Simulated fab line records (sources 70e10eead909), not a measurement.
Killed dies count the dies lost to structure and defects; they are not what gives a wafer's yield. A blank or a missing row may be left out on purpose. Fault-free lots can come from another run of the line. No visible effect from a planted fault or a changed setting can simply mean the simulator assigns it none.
Matching of chambers + flow nand-harc + NHARC_A_STAIRCASE_DEP_301 on pecvd-02: 3 sister chambers
The step deposits SiON, target thk 30 nm. 27 wafers are shown with their chamber, then 12 later ones without.

WAFERS, EACH WITH ITS CHAMBER
| wafer  | chamber | heater-power-w (W) |
|--------|---------|--------------------|
| L074.1 | 2       | 772                |
| L074.2 | 0       | 749                |
| L074.6 | 1       | 772                |
| L075.2 | 2       | 613                |
| L075.4 | 1       | 780                |
| L075.5 | 0       | 683                |
| L077.2 | 2       | 696                |
| L077.4 | 1       | 810                |
| L077.6 | 0       | 725                |
| L078.1 | 2       | 727                |
| L078.2 | 0       | 646                |
| L078.4 | 1       | 742                |
| L083.2 | 1       | 707                |
| L083.3 | 0       | 677                |
| L083.4 | 1       | 708                |
| L082.1 | 2       | 720                |
| L082.3 | 1       | 783                |
| L082.4 | 0       | 713                |
| L085.1 | 2       | 716                |
| L085.5 | 1       | 728                |
| L085.6 | 2       | 698                |
| L088.1 | 2       | 612                |
| L088.3 | 0       | 671                |
| L088.4 | 1       | 771                |
| L087.2 | 2       | 681                |
| L087.3 | 1       | 834                |
| L087.4 | 2       | 708                |

SIGNATURES (means of the wafers above)
| reading        | chamber 0 | chamber 1 | chamber 2 | scatter within a chamber |
|----------------|-----------|-----------|-----------|--------------------------|
| heater-power-w | 694.86    | 763.50    | 694.30    | 43.5                     |
Rule: a wafer's distance from a chamber is the root of the sum, over the readings, of the square of ((its reading less the chamber's mean) divided by the reading's scatter). The wafer belongs to the nearest chamber; if the next one is less than 2 further off, it can't be placed. The scatter is the square root of a quotient: the sum, over the shown wafers, of each reading's squared deviation from its chamber's mean, divided by wafers minus chambers.

WAFERS WITH NO CHAMBER GIVEN
| wafer  | heater-power-w (W) |
|--------|--------------------|
| L089.2 | 624                |
| L089.4 | 644                |
| L089.6 | 611                |
| L090.1 | 729                |
| L090.2 | 860                |
| L090.4 | 721                |
| L096.1 | 673                |
| L096.5 | 700                |
| L096.6 | 737                |
| L097.2 | 592                |
| L097.4 | 754                |
| L097.5 | 613                |

CHAMBER TAKEN BY EACH
| wafer  | from the rows above          | in truth |
|--------|------------------------------|----------|
| L089.2 | can't be placed: 2 or 0 or 1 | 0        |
| L089.4 | can't be placed: 2 or 0 or 1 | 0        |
| L089.6 | can't be placed: 2 or 0 or 1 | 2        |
| L090.1 | can't be placed: 0 or 1 or 2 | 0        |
| L090.2 | can't be placed: 1 or 0 or 2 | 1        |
| L090.4 | can't be placed: 0 or 2 or 1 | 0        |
| L096.1 | can't be placed: 2 or 0 or 1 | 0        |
| L096.5 | can't be placed: 0 or 2 or 1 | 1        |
| L096.6 | can't be placed: 1 or 0 or 2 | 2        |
| L097.2 | can't be placed: 2 or 0 or 1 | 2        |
| L097.4 | can't be placed: 1 or 0 or 2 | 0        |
| L097.5 | can't be placed: 2 or 0 or 1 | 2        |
0 of 12 placed correctly. From these rows, 12 cannot be placed; in 12 the true chamber is one of the candidates. Placed wrongly: 0.
